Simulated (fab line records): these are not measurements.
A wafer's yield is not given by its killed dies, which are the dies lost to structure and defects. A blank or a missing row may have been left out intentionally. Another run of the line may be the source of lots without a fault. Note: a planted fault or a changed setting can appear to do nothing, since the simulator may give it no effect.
A struck lot beside a sound one / flow nandHarc / 15 steps out of a route of 1302
Sound: the wafers L801.1, L801.3, L801.5. Struck: wafers L813.1, L813.2, L813.4. The cause comes at the end.
Per side, at each step with rows, come the tool, then ch with its chambers, and then its first start. Under that, the readings that differ: sound wafers / struck wafers / difference of the means / sigmas: that difference in standard deviations of wafers without a fault.
alike: words and numbers the same on both sides, and readings whose means are apart by under 2 such deviations; not compared: readings that were withheld, readings missing a value for some wafer, numbers with overlapping values and no deviation given by the record, and bounds like >300 which may hide the same value.
Wherever a step has rows on one side only, a row that says differs or no value, or a row with sigmas, the two part there. Non-overlapping numbers with no deviation appear without sigmas and do not part them. A reading that every wafer of one side lacks parts them only if that side has two wafers or more.

first, 7 steps without rows for these wafers: NHARC_A_CHANNEL_HOLE_D1_COAT_37 (time 65 s); NHARC_A_CHANNEL_HOLE_D1_COAT_04 (resist thk 90 nm); NHARC_A_CHANNEL_HOLE_D1_SOFTBAKE_05 (time 55 s); NHARC_A_CHANNEL_HOLE_D1_EBR_06; NHARC_A_CHANNEL_HOLE_D1_EXPOSE_07 (exposes mask HOLE D1, target cd 100 nm); NHARC_A_CHANNEL_HOLE_D1_PEB_08 (peb time 65 s); NHARC_A_CHANNEL_HOLE_D1_DEVELOP_09 (develop time 35 s).
NHARC_A_CHANNEL_HOLE_D1_CD_MEAS_10: target cd 100 nm.
  sound on cdSem-01 ch 0, day 9 05:13; struck on cdSem-01 ch 0, day 14 16:16
  alike: cdNm
NHARC_A_CHANNEL_HOLE_D1_OVL_MEAS_11:
  sound on overlay-01, day 9 05:19; struck on overlay-01, day 14 16:21
  alike: overlayXNm, overlayYNm
NHARC_A_CHANNEL_HOLE_D1_INSPECT_12:
  sound on defectInspect-02, day 9 05:20; struck on defectInspect-01, day 14 16:23
  alike: rawDefectCount
NHARC_A_CHANNEL_HOLE_D1_DESCUM_15: chemistry O2, time 3 s.
  sound on rieDiel-07 ch 0,1,2, day 9 05:25; struck on rieDiel-07 ch 0,2,3, day 14 16:26
  alike: drypumpMotorCurrentA, mfcArSccm, o2FlowSccm, oesProductAu, rfVppV, showerheadPlenumPTorr, throttleValvePct
  not compared: rfHoursCounterH
NHARC_A_CHANNEL_HOLE_D1_ETCH_38: etches the open film in CF4, target depth 39 nm, time 65 s.
  sound on rieDiel-07 ch 0,1,3, day 9 05:30; struck on rieDiel-07 ch 1,2,3, day 14 16:32
reading=oesProductAu (a.u.); sound=0.991 0.991 0.993; struck=1.018 1.017 1.006; difference=+0.022; sigmas=+2
  alike: drypumpMotorCurrentA, mfcArSccm, rfFwdPowerW, rfVppV, showerheadPlenumPTorr, throttleValvePct
  not compared: rfHoursCounterH
NHARC_A_CHANNEL_HOLE_D1_ETCH_39: etches the open film in N2/H2, target depth 260 nm, time 325 s.
  sound on rieDiel-07 ch 0,2,3, day 9 05:38; struck on rieDiel-07 ch 0,2,3, day 14 16:37
reading=oesProductAu (a.u.); sound=0.988 1.003 0.990; struck=0.818 0.813 0.797; difference=-0.184; sigmas=-20
  alike: drypumpMotorCurrentA, mfcArSccm, rfFwdPowerW, rfVppV, showerheadPlenumPTorr, throttleValvePct
  not compared: rfHoursCounterH
NHARC_A_CHANNEL_HOLE_D1_ETCH_34: etches the open film in CF4/CHF3, target depth 154 nm, time 77 s.
  sound on rieDiel-07 ch 0,1,2; struck on rieDiel-07 ch 0,2,3
  alike: drypumpMotorCurrentA, mfcArSccm, oesProductAu, rfFwdPowerW, rfVppV, showerheadPlenumPTorr, throttleValvePct
  not compared: rfHoursCounterH
-- record jumps: 16 days between struck wafers' starts before vs after; left off in module A_CHANNEL_HOLE_D1, resumes in module END, first step shown is number 1302 of the route --
NHARC_END_SORT_01:
  sound on prober-01 ch 0, day 24 23:25; struck on prober-02 ch 0, day 30 18:29
reading=hold; sound=- - -; struck=awaitDispo/2.4h/scrap awaitDispo/2.4h/scrap awaitDispo/2.4h/scrap; difference=no value on the sound wafers; sigmas=
reading=killedAtArray; sound=61 69 69; struck=676 676 677; difference=+610; sigmas=+51
reading=killedDies; sound=66 69 72; struck=677 677 677; difference=+608; sigmas=+51
  alike: killedAtOther, killedAtPeriphery, killedOpen, killedShort

## WHERE THEY PART
At NHARC_A_CHANNEL_HOLE_D1_ETCH_38 first; at NHARC_END_SORT_01 last (within this record only).

WHY: what had been put in by the simulator
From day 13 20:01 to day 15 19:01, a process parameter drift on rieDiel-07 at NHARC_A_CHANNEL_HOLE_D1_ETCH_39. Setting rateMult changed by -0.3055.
